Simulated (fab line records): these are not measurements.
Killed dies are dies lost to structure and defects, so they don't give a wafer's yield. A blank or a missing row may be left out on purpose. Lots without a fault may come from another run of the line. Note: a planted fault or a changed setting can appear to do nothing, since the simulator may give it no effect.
fab line records + flow nandHarc
record:
- lots: 12
- wafers: 36
- lastDay: 24
route steps=1159 shown A_CONTACT@936 END@1159
lots with no fault: from the same line, run without faults
startH: the number of hours between the record's first day and the start of the first shown wafer of the lot + waitH: hours since the lot's step before + " unchanged from the row above + L1.1+2: a row that stands for several wafers + - no value present, or no start provided + * or withheld: withheld + < > ~ a bound
route shown NAME@n: a module of which the file shows steps, and the number in the route of the first + usual: the fault-free wafers' mean and standard deviation + same: alike in all rows + chamber/n: place in a boat + sites: per-site readings + _std_site: standard deviation across them + _edge_site: outer sites' mean less inner sites' + radiusMm: for every site, how far away it sits from the centre of the wafer + mask NAME#n: copy n + behind: the last tool/chamber to shape the wafer + hold: cause of the lot's hold/its duration in hours/its outcome + device: the transistor (n, p or np) that didn't switch + end of line: tests of these same wafers at the route's end + step lacking rows: just its recipe + killed: count of dies lost to structure and defects at first sort (not the wafer's yield) + map: the dies of a wafer, with x for killed, . for not killed, _ for no die there
set.NAME: the setting that was run; set.NAME@STEP: the one run at that earlier step + model.NAME: the simulator's own value behind a step, which no gauge read
steps of the route over a sample of lots; a table a step, a row a wafer
services: a tool's chamber out of use, with start hour (startH, from the record's first day; less than 0 if before it), hours out, and reason
== steps ==
step: NHARC_A_CONTACT_OVL_MEAS_09
usual:
- overlayXNm: 0.0/0.85
- overlayYNm: -0.1/0.83
| lot.wafer | tool       | chamber | startH | waitH | overlayXNm | overlayYNm |
|-----------|------------|---------|--------|-------|------------|------------|
| L469.2    | overlay-02 | -       | 385.56 | -     | -0.7       | -0.3       |
| L469.5    | "          | -       | "      | "     | -0.5       | -0.7       |
| L469.6    | "          | -       | "      | "     | -0.3       | -0.5       |
| L470.1    | overlay-01 | -       | 393.80 | -     | 1.4        | -0.2       |
| L470.5    | "          | -       | "      | "     | 1.8        | -0.1       |
| L470.6    | "          | -       | "      | "     | 1.4        | -0.2       |
| L472.2    | overlay-02 | -       | 397.43 | -     | 0.3        | 1.5        |
| L472.3    | "          | -       | "      | "     | 0.4        | 1.6        |
| L472.5    | "          | -       | "      | "     | 0.4        | 1.5        |
| L476.1    | overlay-02 | -       | 430.33 | -     | -0.5       | -1.0       |
| L476.4    | "          | -       | "      | "     | 0.2        | -1.7       |
| L476.6    | "          | -       | "      | "     | 0.4        | -1.3       |
| L484.1    | overlay-02 | -       | 470.28 | -     | 0.0        | -0.1       |
| L484.2    | "          | -       | "      | "     | 0.7        | 0.4        |
| L484.5    | "          | -       | "      | "     | 0.1        | 0.6        |
| L485.1    | overlay-01 | -       | 476.09 | -     | -0.5       | -1.1       |
| L485.3    | "          | -       | "      | "     | -0.2       | -1.0       |
| L485.6    | "          | -       | "      | "     | -0.3       | -0.9       |
| L487.1    | overlay-02 | -       | 493.25 | -     | -0.8       | 1.0        |
| L487.2    | "          | -       | "      | "     | -1.1       | 0.5        |
| L487.4    | "          | -       | "      | "     | -1.2       | -0.1       |
| L489.1    | overlay-01 | -       | 494.46 | -     | -0.2       | 0.3        |
| L489.3    | "          | -       | "      | "     | 0.8        | 0.8        |
| L489.4    | "          | -       | "      | "     | 0.9        | 0.3        |
| L486.1    | overlay-01 | -       | 503.29 | -     | 1.0        | -0.4       |
| L486.5    | "          | -       | "      | "     | 1.0        | -1.2       |
| L486.6    | "          | -       | "      | "     | 1.2        | -0.8       |
| L490.1    | overlay-02 | -       | 516.68 | -     | 0.5        | 0.4        |
| L490.2    | "          | -       | "      | "     | 0.4        | -0.3       |
| L490.3    | "          | -       | "      | "     | 0.6        | 0.2        |
| L491.2    | overlay-02 | -       | 519.61 | -     | -1.9       | -0.2       |
| L491.4    | "          | -       | "      | "     | -2.5       | -0.2       |
| L491.6    | "          | -       | "      | "     | -2.0       | -0.3       |
| L492.1    | overlay-02 | -       | 528.54 | -     | -0.4       | -0.2       |
| L492.3    | "          | -       | "      | "     | 0.1        | 0.1        |
| L492.5    | "          | -       | "      | "     | -0.1       | 0.4        |
step: NHARC_A_CONTACT_ETCH_136
recipe:
- sourceW: withheld
- pressureMtorr: 20
- biasV: 3000
- timeS: 132
- targetDepthA: 12870
- arFlowSccm: withheld
- c4f8FlowSccm: withheld
- o2FlowSccm: withheld
- chemistry: C4F8/O2/Ar
usual:
- runLengthS: 132/0
| lot.wafer | tool          | chamber | startH | waitH | rfHoursCounterH | runLengthS |
|-----------|---------------|---------|--------|-------|-----------------|------------|
| L469.2    | harCapEtch-01 | 1       | 389.65 | 0.1   | 60              | 132        |
| L469.6    | "             | 0       | "      | "     | -               | 132        |
| L469.5    | "             | 1       | "      | "     | -               | 132        |
| L470.1    | harCapEtch-03 | 0       | 395.22 | 0.1   | 89              | 132        |
| L470.5    | "             | 0       | "      | "     | -               | 132        |
| L470.6    | "             | 1       | "      | "     | -               | 132        |
| L472.2    | harCapEtch-02 | 0       | 399.15 | 0.1   | 13              | 132        |
| L472.3    | "             | 1       | "      | "     | -               | 132        |
| L472.5    | "             | 1       | "      | "     | -               | 132        |
| L476.1    | harCapEtch-01 | 0       | 431.95 | 0.1   | 66              | 132        |
| L476.4    | "             | 1       | "      | "     | -               | 132        |
| L476.6    | "             | 0       | "      | "     | -               | 132        |
| L484.2    | harCapEtch-01 | 0       | 471.69 | 0.1   | 73              | 132        |
| L484.1    | "             | 1       | "      | "     | 73              | 132        |
| L484.5    | "             | 1       | "      | "     | -               | 132        |
| L485.1    | harCapEtch-03 | 1       | 477.64 | 0.1   | 105             | 132        |
| L485.3    | "             | 0       | "      | "     | -               | 132        |
| L485.6    | "             | 1       | "      | "     | -               | 132        |
| L487.2    | harCapEtch-02 | 1       | 494.66 | 0.1   | 30              | 132        |
| L487.1    | "             | 0       | "      | "     | 30              | 132        |
| L487.4    | "             | 1       | "      | "     | -               | 132        |
| L489.1    | harCapEtch-01 | 1       | 495.89 | 0.1   | 76              | 132        |
| L489.4    | "             | 0       | "      | "     | -               | 132        |
| L489.3    | "             | 1       | "      | "     | -               | 132        |
| L486.1    | harCapEtch-02 | 0       | 504.75 | 0.1   | 31              | 132        |
| L486.6    | "             | 0       | "      | "     | -               | 132        |
| L486.5    | "             | 1       | "      | "     | -               | 132        |
| L490.2    | harCapEtch-03 | 0       | 518.13 | 0.1   | 112             | 132        |
| L490.1    | "             | 1       | "      | "     | 112             | 132        |
| L490.3    | "             | 0       | "      | "     | -               | 132        |
| L491.2    | harCapEtch-03 | 0       | 521.22 | 0.1   | 113             | 132        |
| L491.4    | "             | 1       | "      | "     | -               | 132        |
| L491.6    | "             | 0       | "      | "     | -               | 132        |
| L492.1    | harCapEtch-03 | 0       | 529.99 | 0.1   | 115             | 132        |
| L492.3    | "             | 1       | "      | "     | -               | 132        |
| L492.5    | "             | 0       | "      | "     | -               | 132        |
step: NHARC_A_CONTACT_ETCH_98
recipe:
- targetDepthA: 200
- overEtchFrac: 0.5
- timeS: 10
- ionEnergyEv: 250
- c4f6FlowSccm: 25
- o2FlowSccm: 20
- arFlowSccm: 500
- rfW: 600
- biasW: 500
- chemistry: C4F6/O2
usual:
- c4f6FlowSccm: 25.00/0.077
- drypumpMotorCurrentA: 5.9/0.52
- mfcArSccm: 499.9/1.6
- oesProductAu: 0.963/0.019
- rfVppV: 546/3.6
- runLengthS: 31.00/0.29
- showerheadPlenumPTorr: 3.89/0.17
- throttleValvePct: 26.903/0.0091
| lot.wafer | tool       | chamber | startH | waitH | c4f6FlowSccm | drypumpMotorCurrentA | mfcArSccm | oesProductAu | rfHoursCounterH | rfVppV | runLengthS | showerheadPlenumPTorr | throttleValvePct |
|-----------|------------|---------|--------|-------|--------------|----------------------|-----------|--------------|-----------------|--------|------------|-----------------------|------------------|
| L469.2    | rieDiel-13 | 1       | 390.58 | -     | 24.94        | 6.7                  | 500.4     | 0.964        | 41              | 547    | 31.06      | 3.85                  | 26.897           |
| L469.6    | "          | 2       | "      | "     | 24.96        | 5.9                  | 499.8     | 0.959        | -               | 542    | 31.25      | 3.72                  | 26.902           |
| L469.5    | "          | 3       | "      | "     | 25.09        | 6.2                  | 501.2     | 0.968        | -               | 544    | 31.18      | 3.84                  | 26.907           |
| L470.1    | rieDiel-12 | 1       | 396.13 | -     | 25.05        | 6.6                  | 499.5     | 0.948        | 2               | 545    | 30.63      | 3.83                  | 26.911           |
| L470.6    | "          | 2       | "      | "     | 24.96        | 6.2                  | 499.5     | 0.963        | -               | 551    | 31.60      | 4.15                  | 26.915           |
| L470.5    | "          | 3       | "      | "     | 25.01        | 5.4                  | 500.3     | 0.982        | -               | 549    | 30.61      | 4.03                  | 26.904           |
| L472.3    | rieDiel-12 | 3       | 400.08 | -     | 25.10        | 5.4                  | 501.1     | 0.979        | 3               | 548    | 31.35      | 4.03                  | 26.911           |
| L472.2    | "          | 2       | "      | "     | 24.96        | 6.3                  | 500.6     | 0.972        | 3               | 552    | 31.01      | 4.15                  | 26.903           |
| L472.5    | "          | 0       | "      | "     | 25.01        | 5.5                  | 499.2     | 0.957        | -               | 539    | 31.28      | 3.65                  | 26.911           |
| L476.4    | rieDiel-12 | 2       | 432.87 | -     | 25.07        | 6.3                  | 499.9     | 0.933        | 9               | 552    | 31.16      | 4.15                  | 26.900           |
| L476.1    | "          | 0       | "      | "     | 24.96        | 5.4                  | 500.3     | 0.948        | 9               | 541    | 27.71      | 3.65                  | 26.916           |
| L476.6    | "          | 1       | "      | "     | 24.97        | 6.6                  | 498.6     | 0.952        | -               | 546    | 31.22      | 3.82                  | 26.896           |
| L484.1    | rieDiel-13 | 3       | 472.60 | -     | 24.98        | 6.2                  | 497.9     | 0.954        | 5               | 545    | 31.49      | 3.82                  | 26.915           |
| L484.2    | "          | 0       | "      | "     | 25.07        | 5.7                  | 497.3     | 0.954        | 5               | 547    | 30.24      | 3.88                  | 26.921           |
| L484.5    | "          | 3       | "      | "     | 25.12        | 6.2                  | 498.1     | 0.951        | -               | 544    | 31.47      | 3.82                  | 26.902           |
| L485.1    | rieDiel-10 | 2       | 478.55 | -     | 25.08        | 5.0                  | 498.7     | 0.975        | 43              | 542    | 31.11      | 3.75                  | 26.903           |
| L485.3    | "          | 0       | "      | "     | 25.00        | 5.7                  | 500.7     | 0.998        | 49              | 545    | 31.15      | 3.74                  | 26.911           |
| L485.6    | "          | 2       | "      | "     | 25.06        | 5.0                  | 498.9     | 0.987        | -               | 543    | 31.00      | 3.75                  | 26.895           |
| L487.1    | rieDiel-13 | 1       | 495.57 | -     | 25.00        | 6.7                  | 499.7     | 1.002        | 13              | 543    | 30.98      | 3.83                  | 26.897           |
| L487.4    | "          | 3       | "      | "     | 24.91        | 6.2                  | 501.3     | 0.998        | 13              | 544    | 31.29      | 3.82                  | 26.905           |
| L487.2    | "          | 0       | "      | "     | 24.99        | 5.7                  | 499.4     | 1.001        | 12              | 545    | 30.89      | 3.88                  | 26.896           |
| L489.3    | rieDiel-10 | 3       | 496.86 | 0.2   | 25.09        | 5.9                  | 499.4     | 0.970        | 50              | 546    | 31.03      | 3.84                  | 26.910           |
| L489.1    | "          | 2       | "      | "     | 24.92        | 5.1                  | 499.9     | 0.952        | 48              | 543    | 31.17      | 3.75                  | 26.899           |
| L489.4    | "          | 0       | "      | "     | 25.05        | 5.7                  | 500.3     | 0.964        | -               | 542    | 31.71      | 3.74                  | 26.903           |
| L486.1    | rieDiel-12 | 1       | 505.67 | -     | 25.05        | 6.7                  | 502.1     | 0.947        | 22              | 545    | 30.69      | 3.82                  | 26.887           |
| L486.6    | "          | 2       | "      | "     | 25.05        | 6.4                  | 500.1     | 0.930        | -               | 551    | 31.58      | 4.14                  | 26.914           |
| L486.5    | "          | 3       | "      | "     | 25.05        | 5.4                  | 500.2     | 0.946        | -               | 550    | 30.58      | 4.02                  | 26.907           |
| L490.3    | rieDiel-10 | 2       | 519.04 | -     | 25.01        | 5.0                  | 496.9     | 0.988        | 55              | 543    | 30.97      | 3.74                  | 26.908           |
| L490.1    | "          | 0       | "      | "     | 24.88        | 5.7                  | 499.2     | 0.984        | 62              | 544    | 31.20      | 3.73                  | 26.906           |
| L490.2    | "          | 1       | "      | "     | 25.05        | 5.4                  | 498.4     | 1.004        | 49              | 551    | 30.65      | 4.05                  | 26.897           |
| L491.2    | rieDiel-13 | 0       | 522.13 | -     | 25.01        | 5.7                  | 499.9     | 0.946        | 23              | 546    | 30.72      | 3.87                  | 26.902           |
| L491.4    | "          | 2       | "      | "     | 24.98        | 5.8                  | 499.8     | 0.960        | 24              | 542    | 31.54      | 3.70                  | 26.892           |
| L491.6    | "          | 0       | "      | "     | 25.06        | 5.7                  | 500.7     | 0.938        | -               | 547    | 30.33      | 3.87                  | 26.894           |
| L492.3    | rieDiel-12 | 0       | 530.91 | -     | 25.00        | 5.5                  | 500.3     | 0.962        | 28              | 540    | 30.94      | 3.64                  | 26.894           |
| L492.1    | "          | 1       | "      | "     | 24.97        | 6.6                  | 499.5     | 0.952        | 28              | 546    | 31.11      | 3.81                  | 26.909           |
| L492.5    | "          | 0       | "      | "     | 24.96        | 5.5                  | 501.3     | 0.970        | -               | 541    | 30.65      | 3.64                  | 26.898           |
step: NHARC_A_CONTACT_STRIP_26
recipe:
- o2FlowSccm: 500
- arFlowSccm: 0
- biasW: 0
- chemistry: O2
usual:
- drypumpMotorCurrentA: 5.9/0.52
- mfcArSccm: 0.011/0.013
- oesProductAu: 1.002/0.0096
- rfVppV: 57.7/0.91
- showerheadPlenumPTorr: 3.49/0.15
- throttleValvePct: 17.037/0.01
| lot.wafer | tool       | chamber | startH | waitH | drypumpMotorCurrentA | mfcArSccm | oesProductAu | rfHoursCounterH | rfVppV | showerheadPlenumPTorr | throttleValvePct |
|-----------|------------|---------|--------|-------|----------------------|-----------|--------------|-----------------|--------|-----------------------|------------------|
| L469.2    | rieDiel-12 | 0       | -      | -     | 5.5                  | 0.004     | 1.011        | 0               | 59.1   | 3.28                  | 17.053           |
| L469.5    | "          | 1       | "      | "     | 6.6                  | 0         | 1.004        | -               | 57.2   | 3.44                  | 17.043           |
| L469.6    | "          | 2       | "      | "     | 6.3                  | 0.007     | 1.003        | -               | 56.8   | 3.74                  | 17.044           |
| L470.1    | rieDiel-10 | 3       | -      | -     | 5.8                  | 0         | 1.007        | 13              | 58.3   | 3.47                  | 17.033           |
| L470.6    | "          | 2       | "      | "     | 5.0                  | 0.017     | 0.993        | -               | 57.4   | 3.38                  | 17.035           |
| L470.5    | "          | 3       | "      | "     | 5.8                  | 0         | 0.999        | -               | 58.4   | 3.47                  | 17.035           |
| L472.2    | rieDiel-12 | 3       | -      | -     | 5.3                  | 0.040     | 1.022        | 3               | 56.9   | 3.63                  | 17.052           |
| L472.3    | "          | 1       | "      | "     | 6.6                  | 0         | 1.001        | 2               | 55.7   | 3.44                  | 17.044           |
| L472.5    | "          | 2       | "      | "     | 6.3                  | 0.007     | 1.004        | -               | 57.4   | 3.74                  | 17.055           |
| L476.4    | rieDiel-12 | 0       | -      | -     | 5.5                  | 0.004     | 1.004        | 9               | 57.4   | 3.27                  | 17.022           |
| L476.1    | "          | 1       | "      | "     | 6.6                  | 0         | 1.001        | 9               | 59.0   | 3.44                  | 17.044           |
| L476.6    | "          | 0       | "      | "     | 5.5                  | 0.004     | 0.999        | -               | 57.4   | 3.27                  | 17.033           |
| L484.2    | rieDiel-10 | 1       | -      | -     | 5.3                  | 0.016     | 0.989        | 39              | 56.6   | 3.66                  | 17.037           |
| L484.1    | "          | 0       | "      | "     | 5.7                  | 0.014     | 0.995        | 48              | 56.9   | 3.36                  | 17.042           |
| L484.5    | "          | 1       | "      | "     | 5.4                  | 0.016     | 0.996        | -               | 59.8   | 3.66                  | 17.054           |
| L485.3    | rieDiel-13 | 0       | -      | -     | 5.7                  | 0.014     | 0.989        | 7               | 57.3   | 3.49                  | 17.027           |
| L485.1    | "          | 3       | "      | "     | 6.2                  | 0         | 1.003        | 7               | 58.7   | 3.43                  | 17.026           |
| L485.6    | "          | 0       | "      | "     | 5.7                  | 0.014     | 1.000        | -               | 58.2   | 3.49                  | 17.043           |
| L487.1    | rieDiel-13 | 3       | -      | -     | 6.2                  | 0         | 1.006        | 13              | 57.9   | 3.43                  | 17.016           |
| L487.2    | "          | 1       | "      | "     | 6.7                  | 0         | 0.995        | 13              | 57.7   | 3.44                  | 17.041           |
| L487.4    | "          | 2       | "      | "     | 5.9                  | 0.027     | 1.011        | 14              | 56.5   | 3.32                  | 17.048           |
| L489.4    | rieDiel-12 | 3       | -      | -     | 5.4                  | 0.040     | 0.999        | 21              | 57.7   | 3.62                  | 17.031           |
| L489.1    | "          | 0       | "      | "     | 5.5                  | 0.004     | 1.004        | 20              | 57.5   | 3.27                  | 17.038           |
| L489.3    | "          | 1       | "      | "     | 6.6                  | 0         | 0.997        | 21              | 57.4   | 3.43                  | 17.028           |
| L486.1    | rieDiel-12 | 0       | -      | -     | 5.4                  | 0.004     | 0.994        | 22              | 56.6   | 3.27                  | 17.048           |
| L486.5    | "          | 1       | "      | "     | 6.6                  | 0         | 1.004        | -               | 57.4   | 3.43                  | 17.028           |
| L486.6    | "          | 2       | "      | "     | 6.2                  | 0.007     | 0.999        | -               | 58.5   | 3.73                  | 17.027           |
| L490.1    | rieDiel-12 | 2       | -      | -     | 6.3                  | 0.007     | 0.992        | 26              | 59.9   | 3.73                  | 17.038           |
| L490.2    | "          | 0       | "      | "     | 5.5                  | 0.004     | 1.006        | 25              | 56.5   | 3.26                  | 17.044           |
| L490.3    | "          | 1       | "      | "     | 6.7                  | 0         | 0.998        | 25              | 57.6   | 3.43                  | 17.045           |
| L491.4    | rieDiel-12 | 1       | -      | -     | 6.6                  | 0         | 0.996        | 26              | 56.8   | 3.43                  | 17.046           |
| L491.2    | "          | 3       | "      | "     | 5.3                  | 0.040     | 1.008        | 26              | 57.0   | 3.61                  | 17.027           |
| L491.6    | "          | 1       | "      | "     | 6.6                  | 0         | 0.991        | -               | 57.1   | 3.43                  | 17.022           |
| L492.3    | rieDiel-12 | 2       | -      | -     | 6.2                  | 0.007     | 1.008        | 29              | 57.9   | 3.73                  | 17.018           |
| L492.1    | "          | 3       | "      | "     | 5.4                  | 0.040     | 1.008        | 29              | 58.6   | 3.61                  | 17.044           |
| L492.5    | "          | 2       | "      | "     | 6.2                  | 0.007     | 1.006        | -               | 57.2   | 3.72                  | 17.020           |
step: NHARC_END_SORT_01
recipe:
- tempC: 25
usual:
- killedAtArray: 27/8
- killedAtOther: 0.8/1.2
- killedAtPeriphery: 3.3/2.3
- killedDies: 31/8.8
- killedOpen: 3.2/2.1
- killedShort: 2.1/1.4
same:
- grossDies: 677
| lot.wafer | tool      | chamber | startH | waitH | killedAtArray | killedAtOther | killedAtPeriphery | killedDies | killedOpen | killedShort |
|-----------|-----------|---------|--------|-------|---------------|---------------|-------------------|------------|------------|-------------|
| L476.1    | prober-01 | 0       | 491.14 | 2.5   | 314           | 0             | 2                 | 316        | 0          | 4           |
| L476.4    | prober-01 | 0       | 493.57 | 3.4   | 14            | 0             | 3                 | 17         | 1          | 3           |
| L476.6    | prober-01 | 0       | 495.18 | 4.0   | 32            | 0             | 4                 | 36         | 3          | 4           |
killed by level:class
L476.1 A_CONTACT:areaEtch=294 A_SLIT:chamberFilmFlake=9 A_CHANNEL_HOLE_D1:chamberFilmFlake=3 A_CHANNEL_FILL_D1:chamberFilmFlake=2 P_GATE:geometricParticle:short=1 A_ONON_D1:geometricParticle:short=1 A_CHANNEL_FILL_D1:geometricParticle:short=1 A_CONTACT:geometricParticle:short=1
L476.4 A_SLIT:chamberFilmFlake=7 P_BONDPAD:chamberFilmFlake=2 A_CHANNEL_HOLE_D1:chamberFilmFlake=2 A_STAIRCASE:chamberFilmFlake=2 P_M1:geometricParticle:open=1 A_CHANNEL_FILL_D1:geometricParticle:short=1 A_WL_FILL:geometricParticle:short=1 A_M0:geometricParticle:short=1
L476.6 A_SLIT:chamberFilmFlake=17 A_CONTACT:geometricParticle:short=3 P_BONDPAD:chamberFilmFlake=3 A_CONTACT:chamberFilmFlake=3 A_CONTACT:geometricParticle:open=2 A_ZERO_WELL:chamberFilmFlake=2 A_WL_FILL:geometricParticle:short=1 A_M0:geometricParticle:open=1
== services ==
| tool          | chamber | startH | hours | kind      |
|---------------|---------|--------|-------|-----------|
| rieDiel-13    | -       | 375.21 | 2.7   | repair    |
| rieDiel-12    | -       | 379.40 | 9.0   | pm        |
| rieDiel-12    | 0       | 379.40 | 9.0   | ventCycle |
| rieDiel-12    | 1       | 379.40 | 9.0   | ventCycle |
| rieDiel-12    | 2       | 379.40 | 9.0   | ventCycle |
| rieDiel-12    | 3       | 379.40 | 9.0   | ventCycle |
| rieDiel-13    | 2       | 381.87 | 3.8   | repair    |
| rieDiel-10    | 1       | 387.50 | 7.1   | repair    |
| rieDiel-12    | 0       | 388.40 | -     | clean     |
| rieDiel-12    | 1       | 388.40 | -     | clean     |
| rieDiel-12    | 2       | 388.40 | -     | clean     |
| rieDiel-12    | 3       | 388.40 | -     | clean     |
| rieDiel-10    | 3       | 401.02 | 1.2   | repair    |
| rieDiel-12    | 0       | 412.90 | -     | clean     |
| rieDiel-12    | 1       | 412.90 | -     | clean     |
| rieDiel-10    | 1       | 425.89 | 3.1   | repair    |
| rieDiel-10    | -       | 441.10 | 0.4   | repair    |
| rieDiel-13    | -       | 453.04 | 9.0   | pm        |
| rieDiel-10    | -       | 477.16 | 0.5   | repair    |
| rieDiel-10    | 3       | 488.32 | 7.0   | repair    |
| harCapEtch-01 | -       | 494.26 | 0.7   | repair    |
| rieDiel-10    | 1       | 494.55 | 10.0  | repair    |
| rieDiel-13    | 2       | 525.44 | 14.1  | repair    |
| rieDiel-10    | -       | 531.26 | 9.0   | pm        |
== key ==
firstSign:
- step: NHARC_A_CONTACT_ETCH_98
- reading: runLengthS
- direction: down
- sigmas: 11
- usual: *
- struck: *
effect:
- step: NHARC_END_SORT_01
- reading: killedAtArray
- direction: up
- sigmas: 36
- usual: 27
- struck: 314
moreKillsBornAt:
- NHARC_A_CONTACT_ETCH_98@rieDiel-12: 294
metAt NHARC_A_CONTACT_ETCH_98
struckLots L476
struckWafers L476.1
testerLeftOut L476
notActingAt NHARC_A_CONTACT_OVL_MEAS_09,NHARC_A_CONTACT_ETCH_136,NHARC_A_CONTACT_STRIP_26
onsetBetween 400.08 432.87
fault:
- kind: processParameterDrift
- tool: rieDiel-12
- chamber: 0
- onsetH: 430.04
- steps: NHARC_A_CONTACT_ETCH_98
- channel: timeS
- offset: *
- shape: step
- endH: 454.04
- actsIn: *
- stated: *
testerLeftOut: of these lots the tester's yield and bins aren't shown, on N5 and GAA mostly nor the transistor test; their killed dies are dies lost to structure and defects alone, not to doping, threshold or leakage, so they don't give the yield
